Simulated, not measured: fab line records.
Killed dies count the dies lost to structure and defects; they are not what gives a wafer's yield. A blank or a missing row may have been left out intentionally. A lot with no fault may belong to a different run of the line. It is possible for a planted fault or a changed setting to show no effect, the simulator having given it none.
fab line records :: flow nand-harc :: part 2 of 2: steps 25 to 37 of 37
[record]
  lots = 5
  wafers = 15
  last-day = 24
route steps=1159 shown P_GATE@131
lots with no fault: from the same line, run without faults
start-h: the number of hours between the record's first day and the start of the first shown wafer of the lot :: wait-h: hours elapsed since this lot's preceding step :: " the same as in the row above :: L1.1+2: a single row standing in for several wafers :: - either no value or no given start :: * or withheld: withheld :: < > ~ a bound
route shown NAME@n: a module of which the file shows steps, and the number in the route of the first :: usual: average and standard deviation across the fault-free wafers :: same: alike in all rows :: chamber/n: place in a boat :: sites: readings site by site :: _std_site: standard deviation of those values :: _edge_site: mean of outer sites minus mean of inner sites :: radius-mm: for every site, how far away it sits from the centre of the wafer :: mask NAME#n: copy n :: behind: tool/chamber where the wafer was last shaped :: hold: why the lot was held/for how many hours/how that ended :: device: the transistor (n, p or np) that didn't switch :: end of line: the same wafers' tests at the end of the route :: a step without rows: its recipe alone :: killed: not the wafer's yield, but the dies lost to structure and defects at the first sort :: map: per-die view of a wafer (x killed, . not killed, _ where there is no die)
set.NAME: the setting as run; set.NAME@STEP: as run at that earlier step :: model.NAME: the simulator's own value behind a step, which no gauge read
lots seen at some steps along the route; tables by step, rows by wafer
services: from which hour (start-h, from the record's first day; less than 0 if before it) a tool's chamber was out of use, for how many hours, and why
[[steps]]
[step NHARC_P_GATE_ALD_36]
[recipe]
  target-thk-a = 200
  pulse-time-s = 60
  ald-cycles = 223
  temp-c = 400
  material = SiNx
[usual]
  heater-power-outer-w = 507/36
  heater-power-w = 832/77
  precursor-pulse-height-rel = 0.998/0.019
lot.wafer: L078.2
tool: ald-sin-02
chamber: 3
start-h: 115.72
wait-h: -
heater-power-outer-w: 511
heater-power-w: 884
precursor-pulse-height-rel: 0.982

lot.wafer: L078.1
tool: ald-sin-02
chamber: 1
start-h: 117.82
wait-h: -
heater-power-outer-w: 526
heater-power-w: 787
precursor-pulse-height-rel: 1.008

lot.wafer: L078.6
tool: ald-sin-02
chamber: 3
start-h: 119.91
wait-h: -
heater-power-outer-w: 522
heater-power-w: 860
precursor-pulse-height-rel: 0.993

lot.wafer: L084.3
tool: ald-sin-04
chamber: 0
start-h: 145.94
wait-h: -
heater-power-outer-w: 524
heater-power-w: 878
precursor-pulse-height-rel: 0.985

lot.wafer: L084.2
tool: ald-sin-04
chamber: 1
start-h: 147.01
wait-h: -
heater-power-outer-w: 454
heater-power-w: 736
precursor-pulse-height-rel: 1.014

lot.wafer: L084.5
tool: ald-sin-04
chamber: 3
start-h: 149.15
wait-h: -
heater-power-outer-w: 541
heater-power-w: 901
precursor-pulse-height-rel: 1.014

lot.wafer: L083.3
tool: ald-sin-02
chamber: 2
start-h: 146.66
wait-h: -
heater-power-outer-w: 489
heater-power-w: 845
precursor-pulse-height-rel: 0.995

lot.wafer: L083.1
tool: ald-sin-02
chamber: 3
start-h: 147.73
wait-h: -
heater-power-outer-w: 525
heater-power-w: 874
precursor-pulse-height-rel: 1.014

lot.wafer: L083.6
tool: ald-sin-02
chamber: 0
start-h: 148.79
wait-h: -
heater-power-outer-w: 451
heater-power-w: 714
precursor-pulse-height-rel: 0.998

lot.wafer: L087.3
tool: ald-sin-04
chamber: 0
start-h: 170.39
wait-h: -
heater-power-outer-w: 528
heater-power-w: 864
precursor-pulse-height-rel: 0.950

lot.wafer: L087.2
tool: ald-sin-04
chamber: 1
start-h: 171.80
wait-h: -
heater-power-outer-w: 467
heater-power-w: 703
precursor-pulse-height-rel: 0.973

lot.wafer: L087.6
tool: ald-sin-04
chamber: 1
start-h: 176.03
wait-h: -
heater-power-outer-w: 461
heater-power-w: 699
precursor-pulse-height-rel: 0.986

lot.wafer: L097.2
tool: ald-sin-02
chamber: 2
start-h: 227.22
wait-h: -
heater-power-outer-w: 505
heater-power-w: 841
precursor-pulse-height-rel: 0.996

lot.wafer: L097.1
tool: ald-sin-02
chamber: 3
start-h: 228.28
wait-h: -
heater-power-outer-w: 519
heater-power-w: 886
precursor-pulse-height-rel: 0.986

lot.wafer: L097.5
tool: ald-sin-02
chamber: 2
start-h: 231.44
wait-h: -
heater-power-outer-w: 500
heater-power-w: 838
precursor-pulse-height-rel: 1.003
[step NHARC_P_GATE_ETCHBACK_37]
[recipe]
  target-depth-a = 345
  time-s = 17.2
  chf3-flow-sccm = 50
  o2-flow-sccm = 10
  ar-flow-sccm = 200
  rf-w = 500
  bias-w = 200
  chemistry = CHF3/O2
[usual]
  drypump-motor-current-A = 5.3/0.4
  oes-product-au = 0.95/0.034
  rf-vpp-V = 371.4/2.2
  showerhead-plenum-p-Torr = 2.44/0.091
  throttle-valve-pct = 20.571/0.0084
[same]
  time-s = 17.2
lot.wafer: L078.2
tool: rie-diel-07
chamber: 2
start-h: -
wait-h: -
drypump-motor-current-A: 5.0
oes-product-au: 0.93
rf-hours-counter-h: 10
rf-vpp-V: 371.3
showerhead-plenum-p-Torr: 2.48
throttle-valve-pct: 20.578

lot.wafer: L078.1
tool: rie-diel-07
chamber: 3
start-h: -
wait-h: -
drypump-motor-current-A: 5.1
oes-product-au: 0.93
rf-hours-counter-h: 11
rf-vpp-V: 369.4
showerhead-plenum-p-Torr: 2.34
throttle-valve-pct: 20.563

lot.wafer: L078.6
tool: rie-diel-07
chamber: 1
start-h: -
wait-h: -
drypump-motor-current-A: 5.0
oes-product-au: 0.94
rf-hours-counter-h: -
rf-vpp-V: 373.9
showerhead-plenum-p-Torr: 2.52
throttle-valve-pct: 20.566

lot.wafer: L084.3
tool: rie-diel-07
chamber: 0
start-h: -
wait-h: -
drypump-motor-current-A: 5.3
oes-product-au: 0.92
rf-hours-counter-h: 20
rf-vpp-V: 371.5
showerhead-plenum-p-Torr: 2.48
throttle-valve-pct: 20.579

lot.wafer: L084.2
tool: rie-diel-07
chamber: 3
start-h: -
wait-h: -
drypump-motor-current-A: 5.1
oes-product-au: 0.93
rf-hours-counter-h: 18
rf-vpp-V: 371.1
showerhead-plenum-p-Torr: 2.34
throttle-valve-pct: 20.571

lot.wafer: L084.5
tool: rie-diel-07
chamber: 1
start-h: -
wait-h: -
drypump-motor-current-A: 5.0
oes-product-au: 0.92
rf-hours-counter-h: -
rf-vpp-V: 373.5
showerhead-plenum-p-Torr: 2.52
throttle-valve-pct: 20.564

lot.wafer: L083.3
tool: rie-diel-08
chamber: 2
start-h: -
wait-h: -
drypump-motor-current-A: 5.2
oes-product-au: 1.01
rf-hours-counter-h: 11
rf-vpp-V: 375.6
showerhead-plenum-p-Torr: 2.59
throttle-valve-pct: 20.573

lot.wafer: L083.1
tool: rie-diel-08
chamber: 3
start-h: -
wait-h: -
drypump-motor-current-A: 5.5
oes-product-au: 0.99
rf-hours-counter-h: 11
rf-vpp-V: 366.6
showerhead-plenum-p-Torr: 2.26
throttle-valve-pct: 20.593

lot.wafer: L083.6
tool: rie-diel-08
chamber: 3
start-h: -
wait-h: -
drypump-motor-current-A: 5.5
oes-product-au: 1.00
rf-hours-counter-h: -
rf-vpp-V: 366.8
showerhead-plenum-p-Torr: 2.26
throttle-valve-pct: 20.575

lot.wafer: L087.2
tool: rie-diel-07
chamber: 1
start-h: -
wait-h: -
drypump-motor-current-A: 5.0
oes-product-au: 0.91
rf-hours-counter-h: 23
rf-vpp-V: 371.8
showerhead-plenum-p-Torr: 2.52
throttle-valve-pct: 20.574

lot.wafer: L087.3
tool: rie-diel-07
chamber: 2
start-h: -
wait-h: -
drypump-motor-current-A: 5.0
oes-product-au: 0.93
rf-hours-counter-h: 17
rf-vpp-V: 371.6
showerhead-plenum-p-Torr: 2.48
throttle-valve-pct: 20.572

lot.wafer: L087.6
tool: rie-diel-07
chamber: 2
start-h: -
wait-h: -
drypump-motor-current-A: 5.0
oes-product-au: 0.93
rf-hours-counter-h: -
rf-vpp-V: 371.1
showerhead-plenum-p-Torr: 2.48
throttle-valve-pct: 20.571

lot.wafer: L097.2
tool: rie-diel-07
chamber: 0
start-h: -
wait-h: -
drypump-motor-current-A: 5.3
oes-product-au: 0.99
rf-hours-counter-h: 0
rf-vpp-V: 373.3
showerhead-plenum-p-Torr: 2.48
throttle-valve-pct: 20.579

lot.wafer: L097.1
tool: rie-diel-07
chamber: 2
start-h: -
wait-h: -
drypump-motor-current-A: 4.9
oes-product-au: 1.01
rf-hours-counter-h: 0
rf-vpp-V: 370.7
showerhead-plenum-p-Torr: 2.47
throttle-valve-pct: 20.561

lot.wafer: L097.5
tool: rie-diel-07
chamber: 1
start-h: -
wait-h: -
drypump-motor-current-A: 5.0
oes-product-au: 1.01
rf-hours-counter-h: -
rf-vpp-V: 371.3
showerhead-plenum-p-Torr: 2.52
throttle-valve-pct: 20.569
[step NHARC_P_GATE_STRIP_101]
[recipe]
  time-s = 20
  o2-flow-sccm = 500
  ar-flow-sccm = 0
  bias-w = 0
  chemistry = O2
[usual]
  drypump-motor-current-A = 5.3/0.41
  oes-product-au = 1.000/0.0072
  rf-vpp-V = 58.0/0.85
  showerhead-plenum-p-Torr = 3.57/0.13
  throttle-valve-pct = 17.037/0.01
[same]
  time-s = 20
lot.wafer: L078.2
tool: rie-diel-07
chamber: 2
start-h: 124.23
wait-h: 0.1
drypump-motor-current-A: 5.0
oes-product-au: 0.997
rf-hours-counter-h: 10
rf-vpp-V: 58.1
showerhead-plenum-p-Torr: 3.64
throttle-valve-pct: 17.042

lot.wafer: L078.1
tool: rie-diel-07
chamber: 3
start-h: 124.23
wait-h: 0.1
drypump-motor-current-A: 5.1
oes-product-au: 0.990
rf-hours-counter-h: 11
rf-vpp-V: 58.2
showerhead-plenum-p-Torr: 3.44
throttle-valve-pct: 17.033

lot.wafer: L078.6
tool: rie-diel-07
chamber: 1
start-h: 124.23
wait-h: 0.1
drypump-motor-current-A: 5.0
oes-product-au: 0.998
rf-hours-counter-h: -
rf-vpp-V: 57.2
showerhead-plenum-p-Torr: 3.70
throttle-valve-pct: 17.023

lot.wafer: L084.3
tool: rie-diel-07
chamber: 0
start-h: 153.49
wait-h: 0.1
drypump-motor-current-A: 5.3
oes-product-au: 0.989
rf-hours-counter-h: 20
rf-vpp-V: 56.8
showerhead-plenum-p-Torr: 3.65
throttle-valve-pct: 17.043

lot.wafer: L084.2
tool: rie-diel-07
chamber: 1
start-h: 153.49
wait-h: 0.1
drypump-motor-current-A: 5.0
oes-product-au: 1.001
rf-hours-counter-h: 21
rf-vpp-V: 58.2
showerhead-plenum-p-Torr: 3.70
throttle-valve-pct: 17.039

lot.wafer: L084.5
tool: rie-diel-07
chamber: 3
start-h: 153.49
wait-h: 0.1
drypump-motor-current-A: 5.1
oes-product-au: 0.990
rf-hours-counter-h: -
rf-vpp-V: 57.0
showerhead-plenum-p-Torr: 3.44
throttle-valve-pct: 17.039

lot.wafer: L083.3
tool: rie-diel-08
chamber: 0
start-h: 154.18
wait-h: 0.1
drypump-motor-current-A: 5.9
oes-product-au: 0.990
rf-hours-counter-h: 11
rf-vpp-V: 58.0
showerhead-plenum-p-Torr: 3.33
throttle-valve-pct: 17.033

lot.wafer: L083.1
tool: rie-diel-08
chamber: 3
start-h: 154.18
wait-h: 0.1
drypump-motor-current-A: 5.5
oes-product-au: 1.004
rf-hours-counter-h: 11
rf-vpp-V: 56.6
showerhead-plenum-p-Torr: 3.33
throttle-valve-pct: 17.051

lot.wafer: L083.6
tool: rie-diel-08
chamber: 1
start-h: 154.18
wait-h: 0.1
drypump-motor-current-A: 6.4
oes-product-au: 0.994
rf-hours-counter-h: -
rf-vpp-V: 59.2
showerhead-plenum-p-Torr: 3.45
throttle-valve-pct: 17.031

lot.wafer: L087.2
tool: rie-diel-07
chamber: 1
start-h: 182.13
wait-h: 0.1
drypump-motor-current-A: 5.0
oes-product-au: 0.999
rf-hours-counter-h: 23
rf-vpp-V: 58.8
showerhead-plenum-p-Torr: 3.70
throttle-valve-pct: 17.040

lot.wafer: L087.3
tool: rie-diel-07
chamber: 2
start-h: 182.13
wait-h: 0.1
drypump-motor-current-A: 5.0
oes-product-au: 1.012
rf-hours-counter-h: 17
rf-vpp-V: 58.3
showerhead-plenum-p-Torr: 3.63
throttle-valve-pct: 17.022

lot.wafer: L087.6
tool: rie-diel-07
chamber: 0
start-h: 182.13
wait-h: 0.1
drypump-motor-current-A: 5.3
oes-product-au: 0.996
rf-hours-counter-h: -
rf-vpp-V: 58.9
showerhead-plenum-p-Torr: 3.65
throttle-valve-pct: 17.043

lot.wafer: L097.1
tool: rie-diel-07
chamber: 2
start-h: 237.29
wait-h: 0.1
drypump-motor-current-A: 5.0
oes-product-au: 0.997
rf-hours-counter-h: 0
rf-vpp-V: 58.6
showerhead-plenum-p-Torr: 3.63
throttle-valve-pct: 17.041

lot.wafer: L097.2
tool: rie-diel-07
chamber: 1
start-h: 237.29
wait-h: 0.1
drypump-motor-current-A: 5.0
oes-product-au: 0.994
rf-hours-counter-h: 0
rf-vpp-V: 57.9
showerhead-plenum-p-Torr: 3.69
throttle-valve-pct: 17.035

lot.wafer: L097.5
tool: rie-diel-07
chamber: 3
start-h: 237.29
wait-h: 0.1
drypump-motor-current-A: 5.1
oes-product-au: 0.991
rf-hours-counter-h: -
rf-vpp-V: 56.9
showerhead-plenum-p-Torr: 3.43
throttle-valve-pct: 17.035
[step NHARC_P_GATE_PRECLEAN_97]
[recipe]
  time-s = 600
  temp-c = 120
  chemistry = SPM
[same]
  time-s = 600
lot.wafer: L078.2+1+6
tool: wet-bench-06
chamber: 6,1,3
start-h: 124.32
wait-h: -

lot.wafer: L084.5+2+3
tool: wet-bench-07
chamber: 3,4,7
start-h: 153.58
wait-h: -

lot.wafer: L083.6+3+1
tool: wet-bench-02
chamber: 6,0,1
start-h: 154.29
wait-h: -

lot.wafer: L087.3+2+6
tool: wet-bench-06
chamber: 5,6,7
start-h: 182.22
wait-h: -

lot.wafer: L097.2+1+5
tool: wet-bench-02
chamber: 7,1,2
start-h: 237.40
wait-h: -
[step NHARC_P_GATE_SRD_98]
lot.wafer: L078.2+1+6
tool: wet-bench-06
chamber: 6,1,3
start-h: -
wait-h: -

lot.wafer: L084.5+2+3
tool: wet-bench-07
chamber: 3,4,7
start-h: -
wait-h: -

lot.wafer: L083.6+3+1
tool: wet-bench-02
chamber: 6,0,1
start-h: -
wait-h: -

lot.wafer: L087.3+2+6
tool: wet-bench-06
chamber: 5,6,7
start-h: -
wait-h: -

lot.wafer: L097.2+1+5
tool: wet-bench-02
chamber: 7,1,2
start-h: -
wait-h: -
[step NHARC_P_GATE_PRECLEAN_99]
[recipe]
  time-s = *
  temp-c = 50
  bath-age-min = 0
  chemistry = SC1
[usual]
  nh4oh-flow-mL-min = 28.30/0.088
[same]
  time-s = *
lot.wafer: L078.2
tool: wet-bench-06
chamber: 6
start-h: -
wait-h: -
nh4oh-flow-mL-min: 28.36

lot.wafer: L078.1
tool: wet-bench-06
chamber: 1
start-h: -
wait-h: -
nh4oh-flow-mL-min: 28.43

lot.wafer: L078.6
tool: wet-bench-06
chamber: 3
start-h: -
wait-h: -
nh4oh-flow-mL-min: 28.19

lot.wafer: L084.5
tool: wet-bench-07
chamber: 3
start-h: -
wait-h: -
nh4oh-flow-mL-min: 28.27

lot.wafer: L084.2
tool: wet-bench-07
chamber: 4
start-h: -
wait-h: -
nh4oh-flow-mL-min: 28.37

lot.wafer: L084.3
tool: wet-bench-07
chamber: 7
start-h: -
wait-h: -
nh4oh-flow-mL-min: 28.15

lot.wafer: L083.6
tool: wet-bench-02
chamber: 6
start-h: -
wait-h: -
nh4oh-flow-mL-min: 28.26

lot.wafer: L083.3
tool: wet-bench-02
chamber: 0
start-h: -
wait-h: -
nh4oh-flow-mL-min: 28.37

lot.wafer: L083.1
tool: wet-bench-02
chamber: 1
start-h: -
wait-h: -
nh4oh-flow-mL-min: 28.31

lot.wafer: L087.3
tool: wet-bench-06
chamber: 5
start-h: -
wait-h: -
nh4oh-flow-mL-min: 28.19

lot.wafer: L087.2
tool: wet-bench-06
chamber: 6
start-h: -
wait-h: -
nh4oh-flow-mL-min: 28.32

lot.wafer: L087.6
tool: wet-bench-06
chamber: 7
start-h: -
wait-h: -
nh4oh-flow-mL-min: 28.31

lot.wafer: L097.2
tool: wet-bench-02
chamber: 7
start-h: -
wait-h: -
nh4oh-flow-mL-min: 28.46

lot.wafer: L097.1
tool: wet-bench-02
chamber: 1
start-h: -
wait-h: -
nh4oh-flow-mL-min: 28.39

lot.wafer: L097.5
tool: wet-bench-02
chamber: 2
start-h: -
wait-h: -
nh4oh-flow-mL-min: 28.41
[step NHARC_P_GATE_SRD_100]
lot.wafer: L078.2+1+6
tool: wet-bench-06
chamber: 6,1,3
start-h: -
wait-h: -

lot.wafer: L084.5+2+3
tool: wet-bench-07
chamber: 3,4,7
start-h: -
wait-h: -

lot.wafer: L083.6+3+1
tool: wet-bench-02
chamber: 6,0,1
start-h: -
wait-h: -

lot.wafer: L087.3+2+6
tool: wet-bench-06
chamber: 5,6,7
start-h: -
wait-h: -

lot.wafer: L097.2+1+5
tool: wet-bench-02
chamber: 7,1,2
start-h: -
wait-h: -
[step NHARC_P_GATE_DEHYDRATE_38]
[recipe]
  temp-c = 150
  time-s = 120
[same]
  time-s = 120
lot.wafer: L078.1+2+6
tool: litho-track-07
chamber: 0
start-h: 124.73
wait-h: -

lot.wafer: L084.2+3+5
tool: litho-track-02
chamber: 0
start-h: 153.98
wait-h: -

lot.wafer: L083.1+3+6
tool: litho-track-03
chamber: 0
start-h: 154.68
wait-h: -

lot.wafer: L087.2+3+6
tool: litho-track-07
chamber: 0
start-h: 182.62
wait-h: -

lot.wafer: L097.1+2+5
tool: litho-track-07
chamber: 0
start-h: 237.79
wait-h: -
[step NHARC_P_GATE_HMDS_39]
[recipe]
  time-s = 30
[same]
  time-s = 30
lot.wafer: L078.1+2+6
tool: litho-track-07
chamber: 0
start-h: -
wait-h: -

lot.wafer: L084.2+3+5
tool: litho-track-02
chamber: 0
start-h: -
wait-h: -

lot.wafer: L083.1+3+6
tool: litho-track-03
chamber: 0
start-h: -
wait-h: -

lot.wafer: L087.2+3+6
tool: litho-track-07
chamber: 0
start-h: -
wait-h: -

lot.wafer: L097.1+2+5
tool: litho-track-07
chamber: 0
start-h: -
wait-h: -
[step NHARC_P_GATE_COAT_40]
[recipe]
  spin-rpm = 3000
lot.wafer: L078.1+2+6
tool: litho-track-07
chamber: 0
start-h: -
wait-h: -

lot.wafer: L084.2+3+5
tool: litho-track-02
chamber: 0
start-h: -
wait-h: -

lot.wafer: L083.1+3+6
tool: litho-track-03
chamber: 0
start-h: -
wait-h: -

lot.wafer: L087.2+3+6
tool: litho-track-07
chamber: 0
start-h: -
wait-h: -

lot.wafer: L097.1+2+5
tool: litho-track-07
chamber: 0
start-h: -
wait-h: -
[step NHARC_P_GATE_SOFTBAKE_41]
[recipe]
  temp-c = 122
  time-s = 95
[same]
  time-s = 95
lot.wafer: L078.1+2+6
tool: litho-track-07
chamber: 0
start-h: -
wait-h: -

lot.wafer: L084.2+3+5
tool: litho-track-02
chamber: 0
start-h: -
wait-h: -

lot.wafer: L083.1+3+6
tool: litho-track-03
chamber: 0
start-h: -
wait-h: -

lot.wafer: L087.2+3+6
tool: litho-track-07
chamber: 0
start-h: -
wait-h: -

lot.wafer: L097.1+2+5
tool: litho-track-07
chamber: 0
start-h: -
wait-h: -
[step NHARC_P_GATE_EBR_42]
lot.wafer: L078.1+2+6
tool: litho-track-07
chamber: 0
start-h: -
wait-h: -

lot.wafer: L084.2+3+5
tool: litho-track-02
chamber: 0
start-h: -
wait-h: -

lot.wafer: L083.1+3+6
tool: litho-track-03
chamber: 0
start-h: -
wait-h: -

lot.wafer: L087.2+3+6
tool: litho-track-07
chamber: 0
start-h: -
wait-h: -

lot.wafer: L097.1+2+5
tool: litho-track-07
chamber: 0
start-h: -
wait-h: -
[step NHARC_P_GATE_EXPOSE_43]
[recipe]
  na = 0.6
  target-cd-nm = 720
  dose-mj = 14.81
  mask-id = P_NSD
[usual]
  focus-offset-nm = -0.1/0.63
[same]
  na = 0.6
lot.wafer: L078.1
tool: krf-scanner-01
chamber: 0
start-h: 125.01
wait-h: -
mask: P_NSD#0
focus-offset-nm: 1.9

lot.wafer: L078.2
tool: krf-scanner-01
chamber: 0
start-h: 125.01
wait-h: -
mask: P_NSD#0
focus-offset-nm: 0.8

lot.wafer: L078.6
tool: krf-scanner-01
chamber: 0
start-h: 125.01
wait-h: -
mask: P_NSD#0
focus-offset-nm: 0.9

lot.wafer: L084.2
tool: krf-scanner-03
chamber: 0
start-h: 154.13
wait-h: -
mask: P_NSD#0
focus-offset-nm: -0.3

lot.wafer: L084.3
tool: krf-scanner-03
chamber: 0
start-h: 154.13
wait-h: -
mask: P_NSD#0
focus-offset-nm: 0.0

lot.wafer: L084.5
tool: krf-scanner-03
chamber: 0
start-h: 154.13
wait-h: -
mask: P_NSD#0
focus-offset-nm: -0.4

lot.wafer: L083.1
tool: krf-scanner-01
chamber: 0
start-h: 154.95
wait-h: -
mask: P_NSD#0
focus-offset-nm: -0.2

lot.wafer: L083.3
tool: krf-scanner-01
chamber: 0
start-h: 154.95
wait-h: -
mask: P_NSD#0
focus-offset-nm: -0.2

lot.wafer: L083.6
tool: krf-scanner-01
chamber: 0
start-h: 154.95
wait-h: -
mask: P_NSD#0
focus-offset-nm: -0.2

lot.wafer: L087.2
tool: krf-scanner-03
chamber: 0
start-h: 182.89
wait-h: -
mask: P_NSD#0
focus-offset-nm: -0.1

lot.wafer: L087.3
tool: krf-scanner-03
chamber: 0
start-h: 182.89
wait-h: -
mask: P_NSD#0
focus-offset-nm: -0.1

lot.wafer: L087.6
tool: krf-scanner-03
chamber: 0
start-h: 182.89
wait-h: -
mask: P_NSD#0
focus-offset-nm: -0.4

lot.wafer: L097.1
tool: krf-scanner-03
chamber: 0
start-h: 238.06
wait-h: -
mask: P_NSD#0
focus-offset-nm: 0.7

lot.wafer: L097.2
tool: krf-scanner-03
chamber: 0
start-h: 238.06
wait-h: -
mask: P_NSD#0
focus-offset-nm: 0.0

lot.wafer: L097.5
tool: krf-scanner-03
chamber: 0
start-h: 238.06
wait-h: -
mask: P_NSD#0
focus-offset-nm: 0.7
[[services]]
tool: litho-track-01
chamber: -
start-h: 93.00
hours: 7.0
kind: pm

tool: rie-diel-07
chamber: -
start-h: 93.10
hours: 0.1
kind: repair

tool: wet-bench-07
chamber: -
start-h: 96.00
hours: 8.0
kind: pm

tool: rie-diel-07
chamber: 3
start-h: 108.64
hours: 10.0
kind: repair

tool: pecvd-03
chamber: -
start-h: 111.12
hours: 13.0
kind: pm

tool: rie-diel-04
chamber: -
start-h: 111.99
hours: 9.0
kind: pm

tool: rie-diel-07
chamber: 2
start-h: 112.09
hours: 6.9
kind: repair

tool: wet-bench-06
chamber: -
start-h: 113.71
hours: 1.0
kind: repair

tool: litho-track-06
chamber: -
start-h: 117.00
hours: 7.0
kind: pm

tool: rie-diel-08
chamber: -
start-h: 124.93
hours: 9.0
kind: pm

tool: wet-bench-06
chamber: -
start-h: 129.60
hours: 8.0
kind: pm

tool: rie-diel-07
chamber: 2
start-h: 136.51
hours: 10.7
kind: repair

tool: litho-track-04
chamber: -
start-h: 141.00
hours: 7.0
kind: pm

tool: rie-si-03
chamber: 1
start-h: 141.62
hours: 11.7
kind: repair

tool: rie-si-03
chamber: -
start-h: 155.00
hours: 9.0
kind: pm

tool: litho-track-02
chamber: -
start-h: 165.00
hours: 7.0
kind: pm

tool: rie-diel-07
chamber: 3
start-h: 168.76
hours: 12.6
kind: repair

tool: wet-bench-02
chamber: -
start-h: 180.00
hours: 8.0
kind: pm

tool: rie-diel-07
chamber: 1
start-h: 187.53
hours: 10.0
kind: repair

tool: litho-track-07
chamber: -
start-h: 189.01
hours: 7.0
kind: pm

tool: rie-diel-04
chamber: 2
start-h: 190.99
hours: 3.0
kind: repair

tool: litho-track-03
chamber: -
start-h: 213.00
hours: 7.0
kind: pm

tool: rie-diel-07
chamber: -
start-h: 228.20
hours: 9.0
kind: pm

tool: rie-diel-04
chamber: 2
start-h: 230.12
hours: 1.6
kind: repair
